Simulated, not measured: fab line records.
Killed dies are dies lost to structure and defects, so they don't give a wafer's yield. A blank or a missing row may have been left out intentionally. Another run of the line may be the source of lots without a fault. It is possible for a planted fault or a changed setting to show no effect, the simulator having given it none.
fab line records	flow n5_finfet
record: lots: 7	wafers: 21
route steps=1938 shown BEOL_M7@1309 BEOL_M8@1371 BEOL_M9@1446 BEOL_M11@1554
start_h: start of the lot's first displayed wafer, in hours after the record's first day	wait_h: time in hours since the lot's previous step	" repeats the value in the row above	L1.1+2: one row covering several wafers at once	- no value, or no start given	* or withheld: withheld	< > ~ a bound
route shown NAME@n: a module of which the file shows steps, and the number in the route of the first	usual: the fault-free wafers' mean and standard deviation	same: alike in all rows	chamber/n: place in a boat	sites: per-site readings	_std_site: the standard deviation of these	_edge_site: the outer-site mean with the inner-site mean subtracted	radius_mm: how far each site lies from the wafer's centre	mask NAME#n: copy n	behind: the last tool/chamber to shape the wafer	hold: reason for holding the lot/hours on hold/outcome of the hold	device: the n, p or np transistor that did not switch	end of line: the route-end tests of the same wafers	where a step has no rows: the recipe by itself	killed: dies lost to structure and defects at the first sort, not the wafer's yield	map: per-die view of a wafer (x killed, . not killed, _ where there is no die)
set.NAME: the setting as run; set.NAME@STEP: as run at that earlier step	model.NAME: the simulator's own value behind a step, which no gauge read
lots where settings were altered on purpose, with a table for each step and a row for each wafer
== steps ==
step: N5_BEOL_M7_ETCH_41
recipe: chemistry: CH3F/O2	target: SiCN	target_depth_a: 319	taper_deg: 2	time_s: 57.8	ion_energy_ev: 120	mask_material: TiN	pressure_mtorr: 30	source_w: 395	bias_w: 75	Ar_flow_sccm: 150	CH3F_flow_sccm: 30	O2_flow_sccm: 20
usual: rf_vpp_V: 297.1/1.9
lot.wafer	tool	chamber	start_h	wait_h	set.source_w	rf_vpp_V	model.etch.depth_nm
L078.4	rie_diel-02	2	-	-	395	296.0	21.79
L078.5	"	3	"	"	420	290.6	22
L078.6	"	2	"	"	420	290.5	22.45
L080.3	rie_diel-05	0	-	-	395	297.7	22.34
L080.4	"	1	"	"	395	297.2	22.42
L080.5	"	1	"	"	395	295.8	22.26
L081.1	rie_diel-05	3	-	-	361.8	306.4	21.29
L081.2	"	2	"	"	361.8	307.7	20.89
L081.5	"	2	"	"	395	297.1	21.71
L084.1	rie_diel-05	1	-	-	395	296.0	22.29
L084.4	"	3	"	"	342.2	310.1	20.86
L084.5	"	1	"	"	342.2	313.0	21.11
L093.1	rie_diel-02	3	-	-	418.3	291.9	21.96
L093.3	"	2	"	"	418.3	290.0	22.28
L093.6	"	2	"	"	395	296.1	21.89
L096.3	rie_diel-06	2	-	-	351.7	307.4	20.54
L096.4	"	3	"	"	395	300.0	22.2
L096.5	"	0	"	"	395	298.8	21.43
L097.1	rie_diel-05	0	-	-	395	296.8	21.94
L097.3	"	3	"	"	395	296.0	21.97
L097.6	"	3	"	"	395	296.4	21.9
step: N5_BEOL_M8_ETCH_66
recipe: chemistry: N2/H2	target: SOC	target_depth_a: 800	overetch_a: 160	mask_material: SiARC	temp_c: 40	time_s: 120	ion_energy_ev: 200	pressure_mtorr: 30	source_w: 840	bias_w: 150	n2_flow_sccm: 200	h2_flow_sccm: 200
usual: rf_vpp_V: 522.9/2.4
lot.wafer	tool	chamber	start_h	wait_h	set.source_w	rf_vpp_V	model.SiARC_of_BEOL_M8_COAT_64.thk_nm
L078.4	rie_diel-01	3	243.11	0.0	840	520.8	6.2
L078.5	"	0	"	"	840	521.6	6.4
L078.6	"	3	"	"	840	522.0	6.4
L080.3	rie_diel-03	1	247.01	0.0	840	522.3	6.4
L080.4	"	2	"	"	840	526.1	6.6
L080.5	"	3	"	"	840	520.6	6.4
L081.1	rie_diel-03	1	261.49	0.0	840	522.5	6.4
L081.2	"	0	"	"	777.6	536.2	6.4
L081.5	"	0	"	"	840	523.0	6.2
L084.1	rie_diel-03	1	288.64	0.0	840	524.0	6.4
L084.4	"	2	"	"	923.9	510.8	6.2
L084.5	"	2	"	"	923.9	509.4	6.2
L093.1	rie_diel-01	1	347.15	0.0	701	554.1	6.8
L093.3	"	3	"	"	701	552.1	6.8
L093.6	"	2	"	"	840	522.7	6.4
L096.3	rie_diel-01	1	351.15	0.0	840	522.1	6.2
L096.4	"	3	"	"	840	520.9	6.2
L096.5	"	3	"	"	885.8	510.0	6
L097.1	rie_diel-04	0	353.61	0.0	840	521.7	6.4
L097.3	"	3	"	"	840	527.2	6.4
L097.6	"	3	"	"	746.2	547.5	6.8
step: N5_BEOL_M8_VIA_ETCH_34
recipe: chemistry: C4F6/O2	target: SiCOH_lowk	target_depth_a: 1255	mask_material: SOC	taper_deg: 4	time_s: 50.5	ion_energy_ev: 250	pressure_mtorr: 30	source_w: 345	bias_w: 185	Ar_flow_sccm: 300	C4F6_flow_sccm: 10	O2_flow_sccm: 10
usual: rf_vpp_V: 665/6.7
lot.wafer	tool	chamber	start_h	wait_h	set.bias_w	rf_vpp_V	model.etch.depth_nm
L078.4	rie_diel-01	3	243.21	0.0	205.4	717	129.3
L078.5	"	0	"	"	185	669	122.5
L078.6	"	3	"	"	205.4	716	130.2
L080.3	rie_diel-03	1	247.11	0.0	185	658	126.4
L080.4	"	2	"	"	185	666	124.2
L080.5	"	3	"	"	185	655	123
L081.1	rie_diel-03	1	261.59	0.0	172.3	622	125.4
L081.2	"	0	"	"	172.3	638	125.5
L081.5	"	0	"	"	185	675	128.3
L084.1	rie_diel-03	1	288.74	0.0	185	658	126.7
L084.4	"	2	"	"	185	667	123.9
L084.5	"	2	"	"	185	665	124.5
L093.1	rie_diel-01	1	347.25	0.0	195.3	695	128.4
L093.3	"	3	"	"	185	659	126.2
L093.6	"	2	"	"	195.3	694	127
L096.3	rie_diel-01	1	351.25	0.0	185	666	126.9
L096.4	"	3	"	"	185	659	128
L096.5	"	3	"	"	185	661	127.4
L097.1	rie_diel-04	0	353.71	0.0	185	656	125
L097.3	"	3	"	"	165.7	621	119.3
L097.6	"	3	"	"	165.7	621	118
step: N5_BEOL_M8_TRENCH_ETCH_37
recipe: chemistry: C4F6/O2	target_depth_a: 934.78	target: SiCOH_lowk	time_s: 31.2	ion_energy_ev: 250	pressure_mtorr: 30	source_w: 345	bias_w: 185	Ar_flow_sccm: 300	C4F6_flow_sccm: 10	O2_flow_sccm: 10
lot.wafer	tool	chamber	start_h	wait_h	set.time_s	model.etch.depth_nm	model.BEOL_M8.feature_depth_nm	model.TiN_of_BEOL_M8_HM_DEP_02.thk_nm
L078.4	rie_diel-01	3	-	-	31.2	94.18	94.2	17.6
L078.5	"	0	"	"	35.66	105.7	105.6	17.2
L078.6	"	3	"	"	35.66	108	108	16.8
L080.3	rie_diel-03	1	-	-	31.2	94.32	94.4	17.4
L080.4	"	2	"	"	31.2	93.31	93.4	17.4
L080.5	"	3	"	"	31.2	92.93	93	17.8
L081.1	rie_diel-03	1	-	-	31.2	95.15	95.2	17
L081.2	"	0	"	"	31.2	94.92	95	17
L081.5	"	0	"	"	31.2	96.09	96	16.8
L084.1	rie_diel-03	1	-	-	31.2	93.91	94	17.4
L084.4	"	2	"	"	31.2	91.69	91.6	17.2
L084.5	"	2	"	"	31.2	92.36	92.4	17.4
L093.1	rie_diel-01	1	-	-	38.05	116	116	16.6
L093.3	"	3	"	"	38.05	116.4	116.4	16.4
L093.6	"	2	"	"	31.2	94.59	94.6	17.2
L096.3	rie_diel-01	1	-	-	25.89	79.23	79.2	17.8
L096.4	"	3	"	"	31.2	95.06	95	17.2
L096.5	"	3	"	"	25.89	79.63	79.6	17.8
L097.1	rie_diel-04	0	-	-	28.41	86.07	86	17.8
L097.3	"	3	"	"	28.41	84	84	17.6
L097.6	"	3	"	"	31.2	92.57	92.6	17.2
step: N5_BEOL_M8_ETCH_41
recipe: chemistry: CH3F/O2	target: SiCN	target_depth_a: 319	taper_deg: 2	time_s: 57.8	ion_energy_ev: 120	mask_material: TiN	pressure_mtorr: 30	source_w: 395	bias_w: 75	Ar_flow_sccm: 150	CH3F_flow_sccm: 30	O2_flow_sccm: 20
step: N5_BEOL_M8_STRIP_80
recipe: chemistry: N2/H2	time_s: 10	power_w: 450	temp_c: 40	pressure_mtorr: 20	rf_frequency_hz: 6e+07	bias_power_w: 7	n2_flow_sccm: 200	h2_flow_sccm: 200
step: N5_BEOL_M8_OCD_MEAS_38
usual: trench_depth_nm: 93.5/1.4
lot.wafer	tool	chamber	start_h	wait_h	set.time_s@BEOL_M8_TRENCH_ETCH_37	trench_depth_nm
L078.4	ocd-02	-	243.46	-	31.2	93.7
L078.5	"	-	"	"	35.66	105.7
L078.6	"	-	"	"	35.66	108.1
L080.3	ocd-01	-	247.36	-	31.2	93.8
L080.4	"	-	"	"	31.2	93.3
L080.5	"	-	"	"	31.2	92.9
L081.1	ocd-02	-	261.84	-	31.2	94.9
L081.2	"	-	"	"	31.2	94.6
L081.5	"	-	"	"	31.2	96.4
L084.1	ocd-01	-	288.99	-	31.2	94.0
L084.4	"	-	"	"	31.2	91.3
L084.5	"	-	"	"	31.2	92.8
L093.1	ocd-01	-	347.50	-	38.05	116.1
L093.3	"	-	"	"	38.05	116.4
L093.6	"	-	"	"	31.2	94.6
L096.3	ocd-02	-	351.50	-	25.89	79.4
L096.4	"	-	"	"	31.2	95.1
L096.5	"	-	"	"	25.89	79.8
L097.1	ocd-02	-	353.96	-	28.41	86.4
L097.3	"	-	"	"	28.41	84.1
L097.6	"	-	"	"	31.2	92.3
step: N5_BEOL_M8_CURE_75
recipe: temp_c: 370	time_s: 120	ambient: DMADMS/He	material: SiCOH_lowk
lot.wafer	tool	chamber	start_h	wait_h	set.time_s
L078.4+5+6	uv_cure-03	1	243.84	0.2	120
L080.3+4+5	uv_cure-03	0	247.65	0.1	120
L081.1+2+5	uv_cure-01	1	262.04	0.0	120
L084.1+4	uv_cure-03	1	289.20	0.0	120
L084.5	"	1	"	"	105.6
L093.1	uv_cure-02	0	347.70	0.0	120
L093.3+6	"	0	"	"	110.2
L096.3+4+5	uv_cure-01	1	351.80	0.1	120
L097.1+3	uv_cure-03	2	354.15	0.0	120
L097.6	"	2	"	"	104.6
step: N5_BEOL_M8_DEGAS_44
recipe: ambient: vacuum	temp_c: 250	time_s: 60
step: N5_BEOL_M8_PRE_CLEAN_45
recipe: gas: H2/He	time_s: 30	temp_c: 250
step: N5_BEOL_M8_ECD_50
recipe: material: Cu	target_thk_a: 3000
step: N5_BEOL_M8_ANNEAL_51
recipe: temp_c: 225	time_s: 90	ambient: N2
step: N5_BEOL_M8_CMP_52
recipe: stop_on: SiCOH_lowk	t_overpolish_s: 6.9	down_force_psi: 1	platen_rpm: 50	clearing_platen_down_force_psi: 1.5	clearing_platen_rpm: 50	post_cmp_clean: cu_alkaline	target_thk_nm: 80	clearing_platen_pad_velocity_m_s: 0.99484	pad_velocity_m_s: 0.99484
lot.wafer	tool	chamber	start_h	wait_h	set.time_s@BEOL_M8_TRENCH_ETCH_37	model.Cu_of_BEOL_M8_ECD_50.thk_nm
L078.4	cmp-03	0	247.20	0.1	31.2	80.6
L078.5	"	0	"	"	35.66	92.8
L078.6	"	1	"	"	35.66	94.8
L080.3	cmp-03	1	250.94	0.2	31.2	82.8
L080.4	"	2	"	"	31.2	82.6
L080.5	"	1	"	"	31.2	80.2
L081.2	cmp-03	0	263.85	0.2	31.2	82.4
L081.1	"	3	"	"	31.2	80.2
L081.5	"	0	"	"	31.2	82
L084.4	cmp-04	3	291.18	0.1	31.2	77
L084.1	"	1	"	"	31.2	78.4
L084.5	"	0	"	"	31.2	76.2
L093.1	cmp-04	3	351.39	0.7	38.05	101
L093.3	"	1	"	"	38.05	102.6
L093.6	"	2	"	"	31.2	81.2
L096.3	cmp-04	1	354.07	0.7	25.89	65.8
L096.4	"	3	"	"	31.2	82
L096.5	"	1	"	"	25.89	65
L097.1	cmp-03	3	356.27	0.3	28.41	73
L097.3	"	1	"	"	28.41	71
L097.6	"	3	"	"	31.2	79.2
step: N5_BEOL_M8_THK_MEAS_53
recipe: thk_meas_gauge: xrf	reads: Cu_of_BEOL_M8_ECD_50
usual: M8_THK: 80.5/1.9
lot.wafer	tool	chamber	start_h	wait_h	set.time_s@BEOL_M8_TRENCH_ETCH_37	M8_THK[nm]
L078.4	film_metro-01	-	247.50	-	31.2	81.1
L078.5	"	-	"	"	35.66	93.5
L078.6	"	-	"	"	35.66	95.7
L080.3	film_metro-01	-	251.24	-	31.2	82.8
L080.4	"	-	"	"	31.2	83.0
L080.5	"	-	"	"	31.2	80.9
L081.1	film_metro-01	-	264.15	-	31.2	81.4
L081.2	"	-	"	"	31.2	83.9
L081.5	"	-	"	"	31.2	83.5
L084.1	film_metro-02	-	291.48	-	31.2	79.1
L084.4	"	-	"	"	31.2	78.3
L084.5	"	-	"	"	31.2	77.0
L093.1	film_metro-02	-	351.64	-	38.05	102.1
L093.3	"	-	"	"	38.05	102.8
L093.6	"	-	"	"	31.2	81.6
L096.3	film_metro-02	-	354.36	-	25.89	65.0
L096.4	"	-	"	"	31.2	81.4
L096.5	"	-	"	"	25.89	64.4
L097.1	film_metro-01	-	356.53	-	28.41	73.4
L097.3	"	-	"	"	28.41	71.6
L097.6	"	-	"	"	31.2	78.9
step: N5_BEOL_M8_PRE_CLEAN_55
recipe: gas: NH3	time_s: 15	temp_c: withheld	rf_power_w: 300
step: N5_BEOL_M8_DEP_56
recipe: material: SiCN	target_thk_a: 100	temp_c: withheld	precursor: 3MS/NH3	pressure_torr: 3	rf_w: 202	time_s: 17.5
step: N5_BEOL_M8_RS_MEAS_57
recipe: thk_meas_gauge: four-point-probe	reads: Cu_of_BEOL_M8_ECD_50+Co_of_BEOL_M8_CVD_78+TaN_of_BEOL_M8_ALD_77
usual: M8_RS: 0.286/0.0072
lot.wafer	tool	chamber	start_h	wait_h	set.time_s@BEOL_M8_TRENCH_ETCH_37	M8_RS[ohm/sq]
L078.4	film_metro-02	-	247.63	0.0	31.2	0.282
L078.5	"	-	"	"	35.66	0.240
L078.6	"	-	"	"	35.66	0.235
L080.3	film_metro-02	-	251.37	0.1	31.2	0.274
L080.4	"	-	"	"	31.2	0.275
L080.5	"	-	"	"	31.2	0.285
L081.1	film_metro-02	-	264.28	0.1	31.2	0.285
L081.2	"	-	"	"	31.2	0.276
L081.5	"	-	"	"	31.2	0.277
L084.1	film_metro-02	-	291.61	0.1	31.2	0.293
L084.4	"	-	"	"	31.2	0.300
L084.5	"	-	"	"	31.2	0.302
L093.1	film_metro-01	-	351.77	0.1	38.05	0.218
L093.3	"	-	"	"	38.05	0.215
L093.6	"	-	"	"	31.2	0.281
L096.3	film_metro-02	-	354.50	0.1	25.89	0.362
L096.4	"	-	"	"	31.2	0.277
L096.5	"	-	"	"	25.89	0.366
L097.1	film_metro-02	-	356.66	0.1	28.41	0.319
L097.3	"	-	"	"	28.41	0.329
L097.6	"	-	"	"	31.2	0.290
step: N5_BEOL_M9_TRENCH_ETCH_37
recipe: chemistry: C4F6/O2	target_depth_a: 1514.3	target: SiCOH_lowk	time_s: 49	ion_energy_ev: 250	pressure_mtorr: 30	source_w: 345	bias_w: 185	Ar_flow_sccm: 300	C4F6_flow_sccm: 10	O2_flow_sccm: 10
usual: rf_vpp_V: 663/5.8
lot.wafer	tool	chamber	start_h	wait_h	set.source_w	rf_vpp_V	model.etch.depth_nm	model.BEOL_M9.feature_depth_nm
L078.4	rie_diel-02	0	-	-	345	663	151.2	151.2
L078.5	"	1	"	"	345	667	150.7	150.8
L078.6	"	0	"	"	363.5	646	153.9	153.8
L080.3	rie_diel-05	3	-	-	345	666	152.7	152.6
L080.4	"	1	"	"	345	653	152.8	152.8
L080.5	"	3	"	"	345	666	152	152
L081.1	rie_diel-06	2	-	-	345	654	149.2	149.2
L081.2	"	3	"	"	345	672	155.2	155.2
L081.5	"	0	"	"	345	666	150.5	150.4
L084.1	rie_diel-05	3	-	-	345	665	153.2	153.2
L084.4	"	3	"	"	345	666	153.2	153.2
L084.5	"	2	"	"	345	663	149.9	150
L093.1	rie_diel-05	3	-	-	326	685	147.1	147.2
L093.3	"	0	"	"	345	665	151.6	151.6
L093.6	"	1	"	"	345	654	151.6	151.6
L096.3	rie_diel-06	1	-	-	303.9	712	145	145
L096.4	"	2	"	"	303.9	700	142.7	142.8
L096.5	"	1	"	"	345	666	152.6	152.6
L097.1	rie_diel-02	0	-	-	290	725	142.7	142.6
L097.3	"	3	"	"	345	670	150.8	150.8
L097.6	"	3	"	"	290	735	140	140
step: N5_BEOL_M9_ETCH_41
recipe: chemistry: CH3F/O2	target: SiCN	target_depth_a: 366	taper_deg: 2	time_s: 70.1	ion_energy_ev: 120	mask_material: TiN	pressure_mtorr: 30	source_w: 395	bias_w: 75	Ar_flow_sccm: 150	CH3F_flow_sccm: 30	O2_flow_sccm: 20
step: N5_BEOL_M9_STRIP_80
recipe: chemistry: N2/H2	time_s: 10	power_w: 450	temp_c: 40	pressure_mtorr: 20	rf_frequency_hz: 6e+07	bias_power_w: 7	n2_flow_sccm: 200	h2_flow_sccm: 200
step: N5_BEOL_M9_OCD_MEAS_38
usual: trench_depth_nm: 151.9/1.8
lot.wafer	tool	chamber	start_h	wait_h	set.source_w@BEOL_M9_TRENCH_ETCH_37	trench_depth_nm
L078.4	ocd-01	-	253.33	-	345	151.5
L078.5	"	-	"	"	345	150.8
L078.6	"	-	"	"	363.5	153.9
L080.3	ocd-01	-	256.12	-	345	152.7
L080.4	"	-	"	"	345	152.5
L080.5	"	-	"	"	345	152.2
L081.1	ocd-02	-	271.43	-	345	149.3
L081.2	"	-	"	"	345	155.3
L081.5	"	-	"	"	345	150.3
L084.1	ocd-01	-	296.92	-	345	153.8
L084.4	"	-	"	"	345	152.6
L084.5	"	-	"	"	345	150.2
L093.1	ocd-02	-	356.42	-	326	146.9
L093.3	"	-	"	"	345	151.4
L093.6	"	-	"	"	345	152.0
L096.3	ocd-02	-	359.90	-	303.9	145.0
L096.4	"	-	"	"	303.9	142.3
L096.5	"	-	"	"	345	152.8
L097.1	ocd-01	-	361.21	-	290	142.5
L097.3	"	-	"	"	345	150.9
L097.6	"	-	"	"	290	140.3
step: N5_BEOL_M11_ETCH_62
recipe: chemistry: N2/H2	target: SOC	target_depth_a: 1100	overetch_a: 220	mask_material: SiARC	temp_c: 40	time_s: 165	ion_energy_ev: 200	pressure_mtorr: 30	source_w: 840	bias_w: 150	n2_flow_sccm: 200	h2_flow_sccm: 200
lot.wafer	tool	chamber	start_h	wait_h	set.time_s	model.SiARC_of_BEOL_M11_COAT_60.thk_nm
L078.4	rie_diel-06	3	266.58	0.0	155.4	23.6
L078.5	"	1	"	"	165	23.2
L078.6	"	0	"	"	155.4	23.8
L080.3	rie_diel-06	3	271.48	0.0	165	23.4
L080.4	"	1	"	"	165	23.2
L080.5	"	0	"	"	165	23.6
L081.1	rie_diel-06	0	287.81	0.0	165	23.6
L081.2	"	1	"	"	136.7	24.4
L081.5	"	1	"	"	165	23.2
L084.1+5	rie_diel-02	0	312.87	0.0	150.2	24
L084.4	"	2	"	"	150.2	24.2
L093.1	rie_diel-02	0	370.19	0.0	165	23.6
L093.3+6	"	1	"	"	165	23.4
L096.3+4+5	rie_diel-02	2,3,3	375.51	0.0	165	23.6
L097.1+3	rie_diel-02	1,0	375.80	0.0	165	23.4
L097.6	"	3	"	"	165	23.6
step: N5_BEOL_M11_CURE_72
recipe: temp_c: 370	time_s: 120	ambient: DMADMS/He	material: SiCOH_lowk
usual: lamp_power_pct: 52.31/0.057
lot.wafer	tool	chamber	start_h	wait_h	set.time_s	lamp_power_pct
L078.4	uv_cure-01	2	271.34	0.2	94.03	52.27
L078.5	"	2	"	"	94.03	52.33
L078.6	"	2	"	"	120	52.23
L080.3	uv_cure-03	2	274.62	0.3	120	52.31
L080.4	"	2	"	"	120	52.30
L080.5	"	2	"	"	120	52.26
L081.1	uv_cure-03	1	289.80	0.4	120	52.28
L081.2	"	1	"	"	128.3	52.04
L081.5	"	1	"	"	128.3	52.04
L084.1	uv_cure-01	2	316.12	0.0	145.3	51.16
L084.4	"	2	"	"	145.3	51.20
L084.5	"	2	"	"	120	52.28
L093.1	uv_cure-02	2	372.17	0.0	112.1	52.31
L093.3	"	2	"	"	112.1	52.34
L093.6	"	2	"	"	120	52.33
L096.3	uv_cure-01	0	377.64	0.1	120	52.36
L096.4	"	0	"	"	120	52.40
L096.5	"	0	"	"	120	52.26
L097.1	uv_cure-01	0	377.84	0.2	120	52.29
L097.3	"	0	"	"	104.4	52.38
L097.6	"	0	"	"	120	52.32
== key ==
split: step: N5_BEOL_M7_ETCH_41	setting: source_w	stated: 395	by: wafer
response: step: N5_BEOL_M7_ETCH_41	reading: rf_vpp_V	change: -1	per: 1%	r: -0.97
response: step: N5_BEOL_M7_ETCH_41	reading: model.etch.depth_nm	change: +0.092	per: 1%	r: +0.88
split: step: N5_BEOL_M8_ETCH_66	setting: source_w	stated: 840	by: wafer
response: step: N5_BEOL_M8_ETCH_66	reading: rf_vpp_V	change: -1.82	per: 1%	r: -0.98
response: step: N5_BEOL_M8_ETCH_66	reading: model.SiARC_of_BEOL_M8_COAT_64.thk_nm	change: -0.0256	per: 1%	r: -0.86
split: step: N5_BEOL_M8_VIA_ETCH_34	setting: bias_w	stated: 185	by: wafer
response: step: N5_BEOL_M8_VIA_ETCH_34	reading: rf_vpp_V	change: +4.54	per: 1%	r: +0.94
response: step: N5_BEOL_M8_VIA_ETCH_34	reading: model.etch.depth_nm	change: +0.566	per: 1%	r: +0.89
split: step: N5_BEOL_M8_TRENCH_ETCH_37	setting: time_s	stated: 31.2	by: wafer
response: step: N5_BEOL_M8_TRENCH_ETCH_37	reading: model.etch.depth_nm	change: +0.937	per: 1%	r: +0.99
response: step: N5_BEOL_M8_TRENCH_ETCH_37	reading: model.BEOL_M8.feature_depth_nm	change: +0.935	per: 1%	r: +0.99
response: step: N5_BEOL_M8_TRENCH_ETCH_37	reading: model.TiN_of_BEOL_M8_HM_DEP_02.thk_nm	change: -0.0366	per: 1%	r: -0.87
response: step: N5_BEOL_M8_OCD_MEAS_38	reading: trench_depth_nm	change: +0.938	per: 1%	r: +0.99
response: step: N5_BEOL_M8_CMP_52	reading: model.Cu_of_BEOL_M8_ECD_50.thk_nm	change: +0.935	per: 1%	r: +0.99
response: step: N5_BEOL_M8_THK_MEAS_53	reading: M8_THK	change: +0.94	per: 1%	r: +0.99
response: step: N5_BEOL_M8_RS_MEAS_57	reading: M8_RS	change: -0.00362	per: 1%	r: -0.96
split: step: N5_BEOL_M8_CURE_75	setting: time_s	stated: 120	by: wafer
response none clear
split: step: N5_BEOL_M9_TRENCH_ETCH_37	setting: source_w	stated: 345	by: wafer
response: step: N5_BEOL_M9_TRENCH_ETCH_37	reading: rf_vpp_V	change: -3.68	per: 1%	r: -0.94
response: step: N5_BEOL_M9_TRENCH_ETCH_37	reading: model.etch.depth_nm	change: +0.649	per: 1%	r: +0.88
response: step: N5_BEOL_M9_TRENCH_ETCH_37	reading: model.BEOL_M9.feature_depth_nm	change: +0.647	per: 1%	r: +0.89
response: step: N5_BEOL_M9_OCD_MEAS_38	reading: trench_depth_nm	change: +0.665	per: 1%	r: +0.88
split: step: N5_BEOL_M11_ETCH_62	setting: time_s	stated: 165	by: wafer
response: step: N5_BEOL_M11_ETCH_62	reading: model.SiARC_of_BEOL_M11_COAT_60.thk_nm	change: -0.0612	per: 1%	r: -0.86
split: step: N5_BEOL_M11_CURE_72	setting: time_s	stated: 120	by: wafer
response: step: N5_BEOL_M11_CURE_72	reading: lamp_power_pct	shape: bent	at_lowest: *	at_stated: *	at_highest: *
